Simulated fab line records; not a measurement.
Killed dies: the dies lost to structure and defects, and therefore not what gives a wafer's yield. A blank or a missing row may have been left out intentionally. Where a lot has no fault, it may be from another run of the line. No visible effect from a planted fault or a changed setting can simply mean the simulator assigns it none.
What tool caused it? / flow n5-finfet / 15 lots, 45 wafers sampled, at 6 steps of a route of 1938

WHAT THE GAUGES READ, wafer by wafer
N5_BEOL_M10_CD_MEAS_18: pitch 140 nm, target cd 70 nm. Usual: cd-nm 69.8 nm, standard deviation 0.62.
lot=L257; measured=day 10 03:46; on=cd-sem-03; cd-nm (nm)=69.4 70.5 69.7; flag=
lot=L258; measured=day 10 15:19; on=cd-sem-01; cd-nm (nm)=69.4 70.2 69.7; flag=
lot=L259; measured=day 10 22:37; on=cd-sem-03; cd-nm (nm)=69.0 69.5 68.3; flag=
lot=L260; measured=day 11 01:46; on=cd-sem-02; cd-nm (nm)=69.4 70.2 70.7; flag=
lot=L261; measured=day 11 02:45; on=cd-sem-02; cd-nm (nm)=70.0 70.1 70.3; flag=
lot=L265; measured=day 12 16:06; on=cd-sem-03; cd-nm (nm)=68.7 70.4 70.1; flag=
lot=L270; measured=day 13 20:53; on=cd-sem-02; cd-nm (nm)=69.2 68.5 70.2; flag=
lot=L269; measured=day 13 20:55; on=cd-sem-03; cd-nm (nm)=- - -; flag=OFF
lot=L272; measured=day 14 12:27; on=cd-sem-03; cd-nm (nm)=- - -; flag=OFF
lot=L271; measured=day 14 19:40; on=cd-sem-01; cd-nm (nm)=- - -; flag=OFF
lot=L273; measured=day 15 01:26; on=cd-sem-03; cd-nm (nm)=70.2 70.7 70.0; flag=
lot=L279; measured=day 16 12:26; on=cd-sem-01; cd-nm (nm)=69.3 69.5 69.9; flag=
lot=L275; measured=day 16 15:02; on=cd-sem-03; cd-nm (nm)=70.3 70.8 71.3; flag=
lot=L280; measured=day 16 18:10; on=cd-sem-01; cd-nm (nm)=69.3 70.0 70.0; flag=
lot=L277; measured=day 16 18:26; on=cd-sem-03; cd-nm (nm)=69.1 70.1 69.9; flag=

TOOL THAT RAN EACH LOT (tool first, then ch and the chambers of the sampled wafers, then the start)
lot=L257; N5_BEOL_M9_ANNEAL_51=rtp-anneal-01 ch 0, day 10 01:04; N5_BEOL_M10_ILD_DEP_00=pecvd-01 ch 0,1,2, day 10 01:47; N5_BEOL_M10_ETCH_61=rie-diel-04 ch 0,1,2, day 10 03:21; N5_BEOL_M10_ETCH_62=rie-diel-04 ch 0,1,2, day 10 03:24; N5_BEOL_M10_HM_OPEN_17=rie-metal-03 ch 0,1, day 10 03:37
lot=L258; N5_BEOL_M9_ANNEAL_51=rtp-anneal-01 ch 0, day 10 11:34; N5_BEOL_M10_ILD_DEP_00=pecvd-01 ch 0,1,2, day 10 12:23; N5_BEOL_M10_ETCH_61=rie-diel-01 ch 0,2, day 10 14:53; N5_BEOL_M10_ETCH_62=rie-diel-01 ch 0,2, day 10 14:56; N5_BEOL_M10_HM_OPEN_17=rie-metal-01 ch 0,1, day 10 15:07
lot=L259; N5_BEOL_M9_ANNEAL_51=rtp-anneal-01 ch 0, day 10 18:59; N5_BEOL_M10_ILD_DEP_00=pecvd-02 ch 0,1,2, day 10 19:41; N5_BEOL_M10_ETCH_61=rie-diel-02 ch 2,3, day 10 22:11; N5_BEOL_M10_ETCH_62=rie-diel-02 ch 2,3, day 10 22:14; N5_BEOL_M10_HM_OPEN_17=rie-metal-01 ch 0,1, day 10 22:27
lot=L260; N5_BEOL_M9_ANNEAL_51=rtp-anneal-02 ch 0, day 10 21:09; N5_BEOL_M10_ILD_DEP_00=pecvd-04 ch 0,1, day 10 21:56; N5_BEOL_M10_ETCH_61=rie-diel-02 ch 0,1,3, day 11 01:21; N5_BEOL_M10_ETCH_62=rie-diel-02 ch 0,1,3, day 11 01:24; N5_BEOL_M10_HM_OPEN_17=rie-metal-01 ch 0,1, day 11 01:35
lot=L261; N5_BEOL_M9_ANNEAL_51=rtp-anneal-01 ch 0, day 10 23:29; N5_BEOL_M10_ILD_DEP_00=pecvd-04 ch 0,1, day 11 00:25; N5_BEOL_M10_ETCH_61=rie-diel-04 ch 0,1, day 11 02:15; N5_BEOL_M10_ETCH_62=rie-diel-04 ch 0,1, day 11 02:18; N5_BEOL_M10_HM_OPEN_17=rie-metal-03 ch 0,1, day 11 02:31
lot=L265; N5_BEOL_M9_ANNEAL_51=rtp-anneal-02 ch 0, day 12 13:38; N5_BEOL_M10_ILD_DEP_00=pecvd-04 ch 0,1,2, day 12 14:19; N5_BEOL_M10_ETCH_61=rie-diel-04 ch 0,2,3, day 12 15:37; N5_BEOL_M10_ETCH_62=rie-diel-04 ch 0,2,3, day 12 15:43; N5_BEOL_M10_HM_OPEN_17=rie-metal-01 ch 0,1, day 12 15:57
lot=L270; N5_BEOL_M9_ANNEAL_51=rtp-anneal-01 ch 0, day 13 16:14; N5_BEOL_M10_ILD_DEP_00=pecvd-01 ch 1,2, day 13 17:01; N5_BEOL_M10_ETCH_61=rie-diel-04 ch 1,3, day 13 20:26; N5_BEOL_M10_ETCH_62=rie-diel-04 ch 1,3, day 13 20:29; N5_BEOL_M10_HM_OPEN_17=rie-metal-03 ch 0,1, day 13 20:40
lot=L269; N5_BEOL_M9_ANNEAL_51=rtp-anneal-01 ch 0, day 13 16:30; N5_BEOL_M10_ILD_DEP_00=pecvd-02 ch 0,1,2, day 13 17:18; N5_BEOL_M10_ETCH_61=rie-diel-01 ch 0,1,2, day 13 20:26; N5_BEOL_M10_ETCH_62=rie-diel-01 ch 0,1,2, day 13 20:29; N5_BEOL_M10_HM_OPEN_17=rie-metal-01 ch 0,1, day 13 20:41
lot=L272; N5_BEOL_M9_ANNEAL_51=rtp-anneal-01 ch 0, day 14 07:45; N5_BEOL_M10_ILD_DEP_00=pecvd-04 ch 1,2, day 14 08:30; N5_BEOL_M10_ETCH_61=rie-diel-02 ch 0,1,3, day 14 12:02; N5_BEOL_M10_ETCH_62=rie-diel-02 ch 0,1,3, day 14 12:05; N5_BEOL_M10_HM_OPEN_17=rie-metal-03 ch 0,1, day 14 12:18
lot=L271; N5_BEOL_M9_ANNEAL_51=rtp-anneal-01 ch 0, day 14 12:44; N5_BEOL_M10_ILD_DEP_00=pecvd-01 ch 0,2, day 14 13:31; N5_BEOL_M10_ETCH_61=rie-diel-02 ch 0,2,3, day 14 19:14; N5_BEOL_M10_ETCH_62=rie-diel-02 ch 0,2,3, day 14 19:17; N5_BEOL_M10_HM_OPEN_17=rie-metal-02 ch 0,1, day 14 19:29
lot=L273; N5_BEOL_M9_ANNEAL_51=rtp-anneal-01 ch 0, day 14 20:49; N5_BEOL_M10_ILD_DEP_00=pecvd-01 ch 0,2, day 14 21:34; N5_BEOL_M10_ETCH_61=rie-diel-01 ch 1,3, day 15 00:56; N5_BEOL_M10_ETCH_62=rie-diel-01 ch 1,3, day 15 00:59; N5_BEOL_M10_HM_OPEN_17=rie-metal-02 ch 0,1, day 15 01:11
lot=L279; N5_BEOL_M9_ANNEAL_51=rtp-anneal-02 ch 0, day 16 09:14; N5_BEOL_M10_ILD_DEP_00=pecvd-04 ch 0,2, day 16 09:59; N5_BEOL_M10_ETCH_61=rie-diel-02 ch 1,2,3, day 16 11:56; N5_BEOL_M10_ETCH_62=rie-diel-02 ch 1,2,3, day 16 11:59; N5_BEOL_M10_HM_OPEN_17=rie-metal-02 ch 0,1, day 16 12:14
lot=L275; N5_BEOL_M9_ANNEAL_51=rtp-anneal-01 ch 0, day 16 11:44; N5_BEOL_M10_ILD_DEP_00=pecvd-04 ch 0,1,2, day 16 12:32; N5_BEOL_M10_ETCH_61=rie-diel-01 ch 0,1,3, day 16 14:37; N5_BEOL_M10_ETCH_62=rie-diel-01 ch 0,1,3, day 16 14:40; N5_BEOL_M10_HM_OPEN_17=rie-metal-03 ch 0,1, day 16 14:50
lot=L280; N5_BEOL_M9_ANNEAL_51=rtp-anneal-01 ch 0, day 16 14:23; N5_BEOL_M10_ILD_DEP_00=pecvd-02 ch 1,2, day 16 15:08; N5_BEOL_M10_ETCH_61=rie-diel-02 ch 0,1,2, day 16 17:42; N5_BEOL_M10_ETCH_62=rie-diel-02 ch 0,1,2, day 16 17:45; N5_BEOL_M10_HM_OPEN_17=rie-metal-01 ch 0,1, day 16 17:56
lot=L277; N5_BEOL_M9_ANNEAL_51=rtp-anneal-02 ch 0, day 16 15:23; N5_BEOL_M10_ILD_DEP_00=pecvd-01 ch 0,2, day 16 16:05; N5_BEOL_M10_ETCH_61=rie-diel-02 ch 2,3, day 16 18:01; N5_BEOL_M10_ETCH_62=rie-diel-02 ch 2,3, day 16 18:04; N5_BEOL_M10_HM_OPEN_17=rie-metal-01 ch 0,1, day 16 18:16
- N5_BEOL_M9_ANNEAL_51: time 90 s.
- N5_BEOL_M10_ILD_DEP_00: deposits SiCOH lowk from DEMS/porogen, target thk 308.51 nm, time 58 s.
- N5_BEOL_M10_ETCH_61: etches SiARC in CF4, target depth 39 nm, time 65 s.
- N5_BEOL_M10_ETCH_62: etches SOC in N2/H2, target depth 110 nm, overetch 22 nm, time 165 s.
- N5_BEOL_M10_HM_OPEN_17: chemistry Cl2/BCl3, target TiN, target depth 20 nm, overetch 6 nm.

AS READ BY THE TOOLS THEMSELVES (means over the sampled wafers that have a number; for cases with no such wafer, the mark the record gives instead)
N5_BEOL_M9_ANNEAL_51. Usual: wafer_temp_C_max 225.89, standard deviation 0.24.
lot=L257 tool=rtp-anneal-01 wafer_temp_C_max=226.06 flag=
lot=L258 tool=rtp-anneal-01 wafer_temp_C_max=226.18 flag=
lot=L259 tool=rtp-anneal-01 wafer_temp_C_max=225.88 flag=
lot=L260 tool=rtp-anneal-02 wafer_temp_C_max=225.79 flag=
lot=L261 tool=rtp-anneal-01 wafer_temp_C_max=226.02 flag=
lot=L265 tool=rtp-anneal-02 wafer_temp_C_max=225.86 flag=
lot=L270 tool=rtp-anneal-01 wafer_temp_C_max=225.86 flag=
lot=L269 tool=rtp-anneal-01 wafer_temp_C_max=226.25 flag=
lot=L272 tool=rtp-anneal-01 wafer_temp_C_max=225.74 flag=
lot=L271 tool=rtp-anneal-01 wafer_temp_C_max=226.28 flag=
lot=L273 tool=rtp-anneal-01 wafer_temp_C_max=225.73 flag=
lot=L279 tool=rtp-anneal-02 wafer_temp_C_max=225.84 flag=
lot=L275 tool=rtp-anneal-01 wafer_temp_C_max=226.01 flag=
lot=L280 tool=rtp-anneal-01 wafer_temp_C_max=226.04 flag=
lot=L277 tool=rtp-anneal-02 wafer_temp_C_max=225.80 flag=

N5_BEOL_M10_ILD_DEP_00. Usual: heater-power-w 307 W, standard deviation 48; showerhead-plenum-p-Torr 5.744 Torr, standard deviation 0.014; throttle-valve-pct 13.6 %, standard deviation 0.69.
lot=L257; tool=pecvd-01; heater-power-w (W)=318; showerhead-plenum-p-Torr (Torr)=5.740; throttle-valve-pct (%)=13.7; flag=
lot=L258; tool=pecvd-01; heater-power-w (W)=336; showerhead-plenum-p-Torr (Torr)=5.737; throttle-valve-pct (%)=13.7; flag=
lot=L259; tool=pecvd-02; heater-power-w (W)=244; showerhead-plenum-p-Torr (Torr)=5.735; throttle-valve-pct (%)=13.6; flag=
lot=L260; tool=pecvd-04; heater-power-w (W)=326; showerhead-plenum-p-Torr (Torr)=5.750; throttle-valve-pct (%)=13.5; flag=
lot=L261; tool=pecvd-04; heater-power-w (W)=330; showerhead-plenum-p-Torr (Torr)=5.760; throttle-valve-pct (%)=13.4; flag=
lot=L265; tool=pecvd-04; heater-power-w (W)=320; showerhead-plenum-p-Torr (Torr)=5.750; throttle-valve-pct (%)=13.5; flag=
lot=L270; tool=pecvd-01; heater-power-w (W)=370; showerhead-plenum-p-Torr (Torr)=5.736; throttle-valve-pct (%)=14.2; flag=
lot=L269; tool=pecvd-02; heater-power-w (W)=262; showerhead-plenum-p-Torr (Torr)=5.753; throttle-valve-pct (%)=13.6; flag=
lot=L272; tool=pecvd-04; heater-power-w (W)=325; showerhead-plenum-p-Torr (Torr)=5.755; throttle-valve-pct (%)=13.8; flag=
lot=L271; tool=pecvd-01; heater-power-w (W)=279; showerhead-plenum-p-Torr (Torr)=5.754; throttle-valve-pct (%)=13.3; flag=
lot=L273; tool=pecvd-01; heater-power-w (W)=293; showerhead-plenum-p-Torr (Torr)=5.753; throttle-valve-pct (%)=13.5; flag=
lot=L279; tool=pecvd-04; heater-power-w (W)=298; showerhead-plenum-p-Torr (Torr)=5.756; throttle-valve-pct (%)=13.2; flag=
lot=L275; tool=pecvd-04; heater-power-w (W)=308; showerhead-plenum-p-Torr (Torr)=5.752; throttle-valve-pct (%)=13.5; flag=
lot=L280; tool=pecvd-02; heater-power-w (W)=261; showerhead-plenum-p-Torr (Torr)=5.735; throttle-valve-pct (%)=13.1; flag=
lot=L277; tool=pecvd-01; heater-power-w (W)=285; showerhead-plenum-p-Torr (Torr)=5.741; throttle-valve-pct (%)=13.3; flag=

N5_BEOL_M10_ETCH_61. Usual: bias-w 35.99 W, standard deviation 0.11; cf4-flow-sccm 100.0 sccm, standard deviation 0.31; drypump-motor-current-A 5.6 A, standard deviation 0.46; etch-rf-on-time-s 65.2 s, standard deviation 1.1; oes-product-au 0.66 a.u., standard deviation 0.058; rf-vpp-V 183.8 V, standard deviation 1.2; showerhead-plenum-p-Torr 2.12 Torr, standard deviation 0.064; throttle-valve-pct 15.63 %, standard deviation 0.16.
lot=L257; tool=rie-diel-04; bias-w (W)=36.00; cf4-flow-sccm (sccm)=100.0; drypump-motor-current-A (A)=5.4; etch-rf-on-time-s (s)=64.6; oes-product-au (a.u.)=0.70; rf-vpp-V (V)=183.9; showerhead-plenum-p-Torr (Torr)=2.11; throttle-valve-pct (%)=15.53; flag=
lot=L258; tool=rie-diel-01; bias-w (W)=35.94; cf4-flow-sccm (sccm)=99.9; drypump-motor-current-A (A)=6.0; etch-rf-on-time-s (s)=63.5; oes-product-au (a.u.)=0.68; rf-vpp-V (V)=184.0; showerhead-plenum-p-Torr (Torr)=2.11; throttle-valve-pct (%)=15.66; flag=
lot=L259; tool=rie-diel-02; bias-w (W)=36.06; cf4-flow-sccm (sccm)=99.8; drypump-motor-current-A (A)=5.8; etch-rf-on-time-s (s)=63.6; oes-product-au (a.u.)=0.70; rf-vpp-V (V)=184.2; showerhead-plenum-p-Torr (Torr)=2.14; throttle-valve-pct (%)=15.60; flag=
lot=L260; tool=rie-diel-02; bias-w (W)=36.06; cf4-flow-sccm (sccm)=99.9; drypump-motor-current-A (A)=5.7; etch-rf-on-time-s (s)=65.3; oes-product-au (a.u.)=0.61; rf-vpp-V (V)=183.4; showerhead-plenum-p-Torr (Torr)=2.14; throttle-valve-pct (%)=15.65; flag=
lot=L261; tool=rie-diel-04; bias-w (W)=35.90; cf4-flow-sccm (sccm)=100.2; drypump-motor-current-A (A)=5.6; etch-rf-on-time-s (s)=65.0; oes-product-au (a.u.)=0.66; rf-vpp-V (V)=183.1; showerhead-plenum-p-Torr (Torr)=2.07; throttle-valve-pct (%)=15.63; flag=
lot=L265; tool=rie-diel-04; bias-w (W)=36.06; cf4-flow-sccm (sccm)=99.6; drypump-motor-current-A (A)=5.4; etch-rf-on-time-s (s)=65.5; oes-product-au (a.u.)=0.69; rf-vpp-V (V)=184.3; showerhead-plenum-p-Torr (Torr)=2.14; throttle-valve-pct (%)=15.56; flag=
lot=L270; tool=rie-diel-04; bias-w (W)=36.05; cf4-flow-sccm (sccm)=100.2; drypump-motor-current-A (A)=5.4; etch-rf-on-time-s (s)=66.0; oes-product-au (a.u.)=0.64; rf-vpp-V (V)=183.0; showerhead-plenum-p-Torr (Torr)=2.09; throttle-valve-pct (%)=15.67; flag=
lot=L269; tool=rie-diel-01; bias-w (W)=35.97; cf4-flow-sccm (sccm)=99.7; drypump-motor-current-A (A)=5.6; etch-rf-on-time-s (s)=64.2; oes-product-au (a.u.)=0.67; rf-vpp-V (V)=183.7; showerhead-plenum-p-Torr (Torr)=2.16; throttle-valve-pct (%)=15.61; flag=
lot=L272; tool=rie-diel-02; bias-w (W)=35.84; cf4-flow-sccm (sccm)=100.0; drypump-motor-current-A (A)=5.8; etch-rf-on-time-s (s)=66.7; oes-product-au (a.u.)=0.59; rf-vpp-V (V)=183.9; showerhead-plenum-p-Torr (Torr)=2.13; throttle-valve-pct (%)=15.69; flag=
lot=L271; tool=rie-diel-02; bias-w (W)=36.03; cf4-flow-sccm (sccm)=100.1; drypump-motor-current-A (A)=5.6; etch-rf-on-time-s (s)=64.6; oes-product-au (a.u.)=0.63; rf-vpp-V (V)=183.6; showerhead-plenum-p-Torr (Torr)=2.14; throttle-valve-pct (%)=15.68; flag=
lot=L273; tool=rie-diel-01; bias-w (W)=36.00; cf4-flow-sccm (sccm)=99.9; drypump-motor-current-A (A)=5.8; etch-rf-on-time-s (s)=65.7; oes-product-au (a.u.)=0.65; rf-vpp-V (V)=183.9; showerhead-plenum-p-Torr (Torr)=2.12; throttle-valve-pct (%)=15.58; flag=
lot=L279; tool=rie-diel-02; bias-w (W)=36.00; cf4-flow-sccm (sccm)=100.1; drypump-motor-current-A (A)=5.9; etch-rf-on-time-s (s)=65.5; oes-product-au (a.u.)=0.62; rf-vpp-V (V)=184.3; showerhead-plenum-p-Torr (Torr)=2.11; throttle-valve-pct (%)=15.70; flag=
lot=L275; tool=rie-diel-01; bias-w (W)=36.13; cf4-flow-sccm (sccm)=100.1; drypump-motor-current-A (A)=5.8; etch-rf-on-time-s (s)=65.5; oes-product-au (a.u.)=0.65; rf-vpp-V (V)=184.0; showerhead-plenum-p-Torr (Torr)=2.12; throttle-valve-pct (%)=15.65; flag=
lot=L280; tool=rie-diel-02; bias-w (W)=35.91; cf4-flow-sccm (sccm)=99.8; drypump-motor-current-A (A)=5.7; etch-rf-on-time-s (s)=64.6; oes-product-au (a.u.)=0.71; rf-vpp-V (V)=183.2; showerhead-plenum-p-Torr (Torr)=2.08; throttle-valve-pct (%)=15.70; flag=
lot=L277; tool=rie-diel-02; bias-w (W)=35.91; cf4-flow-sccm (sccm)=99.8; drypump-motor-current-A (A)=5.8; etch-rf-on-time-s (s)=65.2; oes-product-au (a.u.)=0.66; rf-vpp-V (V)=183.3; showerhead-plenum-p-Torr (Torr)=2.12; throttle-valve-pct (%)=15.69; flag=

N5_BEOL_M10_ETCH_62. Usual: bias-w 149.9 W, standard deviation 0.4; chamber-pressure-mTorr 30.002 mTorr, standard deviation 0.028; drypump-motor-current-A 5.7 A, standard deviation 0.46; n2-flow-sccm 200.0 sccm, standard deviation 0.53; oes-product-au 0.66 a.u., standard deviation 0.054; rf-vpp-V 523.1 V, standard deviation 2.4; showerhead-plenum-p-Torr 2.51 Torr, standard deviation 0.083; throttle-valve-pct 17.84 %, standard deviation 0.23.
lot=L257; tool=rie-diel-04; bias-w (W)=149.5; chamber-pressure-mTorr (mTorr)=30.027; drypump-motor-current-A (A)=5.4; n2-flow-sccm (sccm)=200.0; oes-product-au (a.u.)=0.69; rf-vpp-V (V)=523.1; showerhead-plenum-p-Torr (Torr)=2.50; throttle-valve-pct (%)=17.77; flag=
lot=L258; tool=rie-diel-01; bias-w (W)=149.8; chamber-pressure-mTorr (mTorr)=30.018; drypump-motor-current-A (A)=6.0; n2-flow-sccm (sccm)=200.1; oes-product-au (a.u.)=0.67; rf-vpp-V (V)=522.1; showerhead-plenum-p-Torr (Torr)=2.49; throttle-valve-pct (%)=17.79; flag=
lot=L259; tool=rie-diel-02; bias-w (W)=150.0; chamber-pressure-mTorr (mTorr)=30.027; drypump-motor-current-A (A)=5.8; n2-flow-sccm (sccm)=200.2; oes-product-au (a.u.)=0.68; rf-vpp-V (V)=523.6; showerhead-plenum-p-Torr (Torr)=2.54; throttle-valve-pct (%)=17.99; flag=
lot=L260; tool=rie-diel-02; bias-w (W)=149.8; chamber-pressure-mTorr (mTorr)=29.978; drypump-motor-current-A (A)=5.7; n2-flow-sccm (sccm)=200.2; oes-product-au (a.u.)=0.62; rf-vpp-V (V)=523.6; showerhead-plenum-p-Torr (Torr)=2.53; throttle-valve-pct (%)=17.79; flag=
lot=L261; tool=rie-diel-04; bias-w (W)=150.2; chamber-pressure-mTorr (mTorr)=29.982; drypump-motor-current-A (A)=5.6; n2-flow-sccm (sccm)=199.7; oes-product-au (a.u.)=0.66; rf-vpp-V (V)=520.8; showerhead-plenum-p-Torr (Torr)=2.45; throttle-valve-pct (%)=18.00; flag=
lot=L265; tool=rie-diel-04; bias-w (W)=149.6; chamber-pressure-mTorr (mTorr)=29.992; drypump-motor-current-A (A)=5.4; n2-flow-sccm (sccm)=199.9; oes-product-au (a.u.)=0.70; rf-vpp-V (V)=523.6; showerhead-plenum-p-Torr (Torr)=2.53; throttle-valve-pct (%)=17.65; flag=
lot=L270; tool=rie-diel-04; bias-w (W)=150.0; chamber-pressure-mTorr (mTorr)=29.991; drypump-motor-current-A (A)=5.4; n2-flow-sccm (sccm)=199.7; oes-product-au (a.u.)=0.64; rf-vpp-V (V)=522.5; showerhead-plenum-p-Torr (Torr)=2.48; throttle-valve-pct (%)=17.99; flag=
lot=L269; tool=rie-diel-01; bias-w (W)=-; chamber-pressure-mTorr (mTorr)=-; drypump-motor-current-A (A)=-; n2-flow-sccm (sccm)=-; oes-product-au (a.u.)=-; rf-vpp-V (V)=-; showerhead-plenum-p-Torr (Torr)=-; throttle-valve-pct (%)=-; flag=OFF
lot=L272; tool=rie-diel-02; bias-w (W)=-; chamber-pressure-mTorr (mTorr)=-; drypump-motor-current-A (A)=-; n2-flow-sccm (sccm)=-; oes-product-au (a.u.)=-; rf-vpp-V (V)=-; showerhead-plenum-p-Torr (Torr)=-; throttle-valve-pct (%)=-; flag=OFF
lot=L271; tool=rie-diel-02; bias-w (W)=-; chamber-pressure-mTorr (mTorr)=-; drypump-motor-current-A (A)=-; n2-flow-sccm (sccm)=-; oes-product-au (a.u.)=-; rf-vpp-V (V)=-; showerhead-plenum-p-Torr (Torr)=-; throttle-valve-pct (%)=-; flag=OFF
lot=L273; tool=rie-diel-01; bias-w (W)=150.2; chamber-pressure-mTorr (mTorr)=29.992; drypump-motor-current-A (A)=5.8; n2-flow-sccm (sccm)=199.7; oes-product-au (a.u.)=0.65; rf-vpp-V (V)=523.2; showerhead-plenum-p-Torr (Torr)=2.51; throttle-valve-pct (%)=17.77; flag=
lot=L279; tool=rie-diel-02; bias-w (W)=150.5; chamber-pressure-mTorr (mTorr)=30.024; drypump-motor-current-A (A)=5.9; n2-flow-sccm (sccm)=200.4; oes-product-au (a.u.)=0.63; rf-vpp-V (V)=522.7; showerhead-plenum-p-Torr (Torr)=2.50; throttle-valve-pct (%)=17.93; flag=
lot=L275; tool=rie-diel-01; bias-w (W)=149.8; chamber-pressure-mTorr (mTorr)=30.019; drypump-motor-current-A (A)=5.8; n2-flow-sccm (sccm)=200.2; oes-product-au (a.u.)=0.65; rf-vpp-V (V)=523.2; showerhead-plenum-p-Torr (Torr)=2.51; throttle-valve-pct (%)=17.77; flag=
lot=L280; tool=rie-diel-02; bias-w (W)=149.5; chamber-pressure-mTorr (mTorr)=29.977; drypump-motor-current-A (A)=5.7; n2-flow-sccm (sccm)=200.3; oes-product-au (a.u.)=0.70; rf-vpp-V (V)=521.2; showerhead-plenum-p-Torr (Torr)=2.46; throttle-valve-pct (%)=17.97; flag=
lot=L277; tool=rie-diel-02; bias-w (W)=150.0; chamber-pressure-mTorr (mTorr)=29.977; drypump-motor-current-A (A)=5.8; n2-flow-sccm (sccm)=199.9; oes-product-au (a.u.)=0.65; rf-vpp-V (V)=523.0; showerhead-plenum-p-Torr (Torr)=2.52; throttle-valve-pct (%)=18.07; flag=

N5_BEOL_M10_HM_OPEN_17. Usual: bias-w 126.0 W, standard deviation 0.38; drypump-motor-current-A 5.9 A, standard deviation 0.35; oes-product-au 0.69 a.u., standard deviation 0.062; throttle-valve-pct 22.10 %, standard deviation 0.13.
lot=L257; tool=rie-metal-03; bias-w (W)=125.9; drypump-motor-current-A (A)=5.4; oes-product-au (a.u.)=0.73; throttle-valve-pct (%)=22.17; flag=
lot=L258; tool=rie-metal-01; bias-w (W)=126.5; drypump-motor-current-A (A)=6.1; oes-product-au (a.u.)=0.66; throttle-valve-pct (%)=22.02; flag=
lot=L259; tool=rie-metal-01; bias-w (W)=125.8; drypump-motor-current-A (A)=5.9; oes-product-au (a.u.)=0.66; throttle-valve-pct (%)=22.13; flag=
lot=L260; tool=rie-metal-01; bias-w (W)=125.9; drypump-motor-current-A (A)=6.2; oes-product-au (a.u.)=0.65; throttle-valve-pct (%)=22.04; flag=
lot=L261; tool=rie-metal-03; bias-w (W)=126.0; drypump-motor-current-A (A)=5.4; oes-product-au (a.u.)=0.72; throttle-valve-pct (%)=22.18; flag=
lot=L265; tool=rie-metal-01; bias-w (W)=126.0; drypump-motor-current-A (A)=5.9; oes-product-au (a.u.)=0.65; throttle-valve-pct (%)=22.14; flag=
lot=L270; tool=rie-metal-03; bias-w (W)=125.7; drypump-motor-current-A (A)=5.4; oes-product-au (a.u.)=0.69; throttle-valve-pct (%)=22.11; flag=
lot=L269; tool=rie-metal-01; bias-w (W)=126.1; drypump-motor-current-A (A)=5.9; oes-product-au (a.u.)=0.28; throttle-valve-pct (%)=22.80; flag=OFF
lot=L272; tool=rie-metal-03; bias-w (W)=125.9; drypump-motor-current-A (A)=5.4; oes-product-au (a.u.)=0.30; throttle-valve-pct (%)=22.78; flag=OFF
lot=L271; tool=rie-metal-02; bias-w (W)=126.0; drypump-motor-current-A (A)=6.0; oes-product-au (a.u.)=0.35; throttle-valve-pct (%)=22.73; flag=OFF
lot=L273; tool=rie-metal-02; bias-w (W)=126.1; drypump-motor-current-A (A)=6.1; oes-product-au (a.u.)=0.79; throttle-valve-pct (%)=22.00; flag=
lot=L279; tool=rie-metal-02; bias-w (W)=125.9; drypump-motor-current-A (A)=6.0; oes-product-au (a.u.)=0.78; throttle-valve-pct (%)=22.08; flag=
lot=L275; tool=rie-metal-03; bias-w (W)=125.9; drypump-motor-current-A (A)=5.4; oes-product-au (a.u.)=0.69; throttle-valve-pct (%)=22.20; flag=
lot=L280; tool=rie-metal-01; bias-w (W)=126.3; drypump-motor-current-A (A)=6.1; oes-product-au (a.u.)=0.63; throttle-valve-pct (%)=22.05; flag=
lot=L277; tool=rie-metal-01; bias-w (W)=125.9; drypump-motor-current-A (A)=6.1; oes-product-au (a.u.)=0.62; throttle-valve-pct (%)=22.08; flag=

THE ANSWER, worked out from the rows above alone
Rule: a lot is off if the mean of its wafers that have a number lies more than 3 standard deviations from the usual mean. A lot without any number at a reading at which 4 lots or more have one is off too. Any other lot the step has rows for is counted as sound. After the gauges, taken in route order, come the tools' own readings; for these a lot's mean is taken, as printed above. At the first step where some lot is off, the reading lying furthest off is the one used; lots without a number count as furthest.
Off: L269, L272, L271, at N5_BEOL_M10_CD_MEAS_18 (cd-nm). Without a number there: L269, L272, L271.
If a tool, at a process step before that reading, ran all the lots that are off and no sound lot after the first of them, it fits. Not tried: the gauges at N5_BEOL_M10_CD_MEAS_18; whatever is off there is also off at N5_BEOL_M10_ETCH_62, on other tools, and gauge error can't account for it. No candidate that was tried fits.

WHAT THE SIMULATOR HAD INSERTED
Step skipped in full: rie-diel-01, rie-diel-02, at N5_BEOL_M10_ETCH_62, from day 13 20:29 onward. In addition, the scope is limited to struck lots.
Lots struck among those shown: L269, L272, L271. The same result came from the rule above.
